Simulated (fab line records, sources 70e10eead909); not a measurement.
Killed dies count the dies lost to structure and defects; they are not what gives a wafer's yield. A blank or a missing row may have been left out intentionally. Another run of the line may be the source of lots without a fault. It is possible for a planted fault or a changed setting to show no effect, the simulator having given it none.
Matching of chambers ; flow nand_harc ; NHARC_A_CONTACT_DESCUM_13 on rie_diel-01: 4 sister chambers
The step chemistry O2, time 3 s. 4 wafers are shown with their chamber, then 12 later ones without.

== WAFERS, EACH WITH ITS CHAMBER ==
wafer;chamber;showerhead_plenum_p_Torr (Torr)
L091.2;0;1.84
L090.3;3;1.89
L090.5;2;1.81
L090.6;1;1.92

== WAFERS MISSING THEIR CHAMBER ==
wafer;showerhead_plenum_p_Torr (Torr)
L092.1;1.92
L092.2;1.89
L092.3;1.81
L094.3;1.89
L094.5;1.84
L094.6;1.89
L097.3;1.89
L097.4;1.84
L097.5;1.91
L095.1;1.84
L095.2;1.91
L095.6;1.84

== WHICH CHAMBER EACH WENT THROUGH ==
wafer;from the rows above;in truth
L092.1;1;1
L092.2;3;3
L092.3;2;2
L094.3;3;3
L094.5;0;0
L094.6;3;3
L097.3;3;3
L097.4;0;0
L097.5;1;1
L095.1;0;0
L095.2;1;1
L095.6;0;0
Placed correctly: 12 of 12. Number that these rows cannot place: 0. 0 placed wrongly.
How it was worked out, from the rows above alone: a wafer's distance from a chamber is the root of the sum, over the readings, of the square of ((its reading less the chamber's mean) divided by the reading's scatter). The wafer belongs to the nearest chamber; if the next one is less than 2 further off, it can't be placed. The mean given for a chamber averages the wafers shown for that chamber. The scatter (one wafer shown for each chamber): square how far every hidden wafer sits from the nearest shown wafer, average those squares and take the square root.
